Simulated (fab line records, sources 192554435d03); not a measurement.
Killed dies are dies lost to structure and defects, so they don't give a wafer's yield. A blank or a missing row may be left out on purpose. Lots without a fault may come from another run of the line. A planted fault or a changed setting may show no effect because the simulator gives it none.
A struck lot beside a sound one | flow n5_finfet | 38 steps out of a route of 1938
Sound: wafers L676.1, L676.5, L676.6. Struck: wafer L681.6. (L681.2, L681.5 of the same lot were not struck and are left out.) The cause comes at the end.
At each step with rows: each side's tool, then ch and its chambers, then its first start. Under that, the readings that differ: sound wafers | struck wafers | difference of the means | sigmas: that difference in standard deviations of wafers without a fault.
alike: readings whose means differ by less than 2 such deviations, and words and numbers that are the same on both sides. not compared: withheld readings, readings that some wafer has no value for, bounds like >300 that may hide the same value, and numbers for which the record gives no deviation and whose values overlap.
The two part at a step that has a row with sigmas, a row that says differs or no value, or rows on one side only. Numbers that don't overlap but have no deviation are shown without sigmas and don't part them. A reading that every wafer of one side lacks parts them only if that side has two wafers or more.

first, 9 steps without rows for these wafers: N5_BEOL_M4_ANNEAL_95 (time 240 s); N5_BEOL_M4_SPUTTER_96 (material Cu, target thk 4.5 nm, time 8.29 s); N5_BEOL_M4_ECD_50 (material Cu, target thk 300 nm); N5_BEOL_M4_ANNEAL_51 (time 90 s); N5_BEOL_M4_CMP_52 (polishes, stops on SiOC, t overpolish 6.8 s, target thk 40 nm); N5_BEOL_M4_PRE_CLEAN_60 (time 15 s); N5_BEOL_M4_CO_CAP_55 (material Co, precursor CCTBA/H2, target thk 2 nm, time 102.1 s); N5_BEOL_M4_PRE_CLEAN_56 (time 15 s); N5_BEOL_M4_DEP_57 (deposits SiCN from 3MS/NH3, target thk 8 nm, time 14 s).
N5_BEOL_M4_RC_MEAS_101:
  sound on prober-02 ch 0, day 10 15:51; struck on prober-01 ch 0, day 11 11:07
  reading        | sound          | struck | difference | sigmas
  IOFF_P (nA/um) | 0.32 0.29 0.29 | 0.21   | -0.09      | -3
  ION_N (uA/um)  | 700 676 677    | 654    | -30        | -3
  ION_P (uA/um)  | 490 479 472    | 454    | -26        | -4
  VT_P (mV)      | -241 -243 -243 | -249   | -7         | -2
  alike: DIBL_N, DIBL_P, IOFF_N, SS_N, SS_P, VT_N
then, 24 steps without rows for these wafers: N5_BEOL_M5_ILD_DEP_00 (deposits SiCOH lowk from DEMS/porogen, target thk 140.64 nm, time 25.9 s); N5_BEOL_M5_CURE_79 (cures SiCOH lowk, time 240 s); N5_BEOL_M5_PECVD_70 (deposits SiO2 from TEOS/O2, target thk 16 nm, time 18 s); N5_BEOL_M5_HM_DEP_02 (deposits TiN, target thk 20 nm); N5_BEOL_M5_COAT_59 (time 60 s, resist thk 60 nm); N5_BEOL_M5_COAT_60 (time 60 s, resist thk 12 nm); N5_BEOL_M5_COAT_71 (time 60 s, resist thk 5 nm); N5_BEOL_M5_COAT_05 (resist thk 30 nm); N5_BEOL_M5_EBR_07; N5_BEOL_M5_SOFTBAKE_06 (time 60 s); N5_BEOL_M5_EXPOSE_08 (exposes mask M5, target cd 28 nm); N5_BEOL_M5_PEB_09 (peb time 60 s); N5_BEOL_M5_DEVELOP_10 (develop time 30 s); N5_BEOL_M5_DESCUM_16 (chemistry O2, time 7 s); N5_BEOL_M5_ETCH_72 (etches underlayer in N2/H2, target depth 6.5 nm, time 5.2 s); N5_BEOL_M5_ETCH_61 (etches SiARC in CF4, target depth 15.6 nm, time 26 s); N5_BEOL_M5_ETCH_62 (etches SOC in N2/H2, target depth 75 nm, overetch 15 nm, time 112.5 s); N5_BEOL_M5_STRIP_63 (strips in N2/H2); N5_BEOL_M5_STRIP_73 (strips in N2/H2); N5_BEOL_M5_STRIP_64 (strips in CF4); N5_BEOL_M5_HM_OPEN_17 (chemistry Cl2/BCl3, target TiN, target depth 20 nm, overetch 6 nm); N5_BEOL_M5_STRIP_19 (strips in O2); N5_BEOL_M5_COAT_65 (time 60 s, resist thk 60 nm); N5_BEOL_M5_COAT_66 (time 60 s, resist thk 12 nm).
-- the record jumps here: 4 days lie between the struck wafers' starts before and after (it left off in module BEOL_M5 and takes up again in module PASSIVATION, whose first step shown is number 1910 of the route) --
N5_PASSIVATION_AL_DEP_21: deposits Al, target thk 2800 nm, time 170 s.
  sound on pvd_sputter-03, day 15 00:09; struck on pvd_sputter-03, day 15 14:55
  reading                                       | sound          | struck | difference | sigmas
  model.Al_of_PASSIVATION_AL_DEP_21.thk_nm (nm) | 2787 2818 2881 | 4655   | +1826      |
  alike: susceptor_temp_C, throttle_valve_pct
N5_PASSIVATION_ETCH_59: etches TaN in Cl2/BCl3, target depth 65 nm, time 34.9 s.
  sound on rie_metal-01 ch 0,1, day 15 01:59; struck on rie_metal-03 ch 1, day 15 16:05
  reading                | sound             | struck | difference | sigmas
  oes_product_au (a.u.)  | 0.90 0.84 0.91    | 0.20   | -0.68      | -7
  throttle_valve_pct (%) | 21.44 20.66 21.44 | 22.43  | +1.25      | +6
  alike: bias_w, drypump_motor_current_A, mfc_cl2_sccm
  not compared: rf_hours_counter_h
N5_PASSIVATION_STRIP_52: strips in post etch residue remover, time 1200 s.
  sound on wet_bench-04 ch 1,3,4, day 15 03:57; struck on wet_bench-05 ch 3, day 15 17:58
  reading                                       | sound          | struck | difference | sigmas
  model.Al_of_PASSIVATION_AL_DEP_21.thk_nm (nm) | 2772 2803 2866 | 4639   | +1825      |
N5_PASSIVATION_PROBE_49:
  sound on prober-02, day 15 07:15; struck on prober-01, day 15 20:38
  reading                  | sound          | struck | difference | sigmas
  defect_limited_yield (%) | 89.3 88.3 89.8 | 0      | -89        | -59
  killed_at_other          | 3 3 1          | 1064   | +1062      | +99 or more
  killed_dies              | 126 138 120    | 1180   | +1052      | +58
  killed_on_rim            | 18 24 16       | 152    | +133       | +32
  sort_bin_5_function (%)  | 5.8 6.6 6.2    | 96.4   | +90.2      | +90
  sort_n_pass              | 1054 1042 1060 | 0      | -1052      | -58
  sort_yield_pct (%)       | 89.3 88.3 89.8 | 0      | -89        | -59
  alike: killed_at_M0_to_M3, killed_at_M4_up, killed_at_contacts, killed_at_front_end, killed_open, killed_short, sort_bin_6_memory

WHERE THEY PART
First at N5_BEOL_M4_RC_MEAS_101; last, within this record, at N5_PASSIVATION_PROBE_49.

WHY: what the simulator had put in
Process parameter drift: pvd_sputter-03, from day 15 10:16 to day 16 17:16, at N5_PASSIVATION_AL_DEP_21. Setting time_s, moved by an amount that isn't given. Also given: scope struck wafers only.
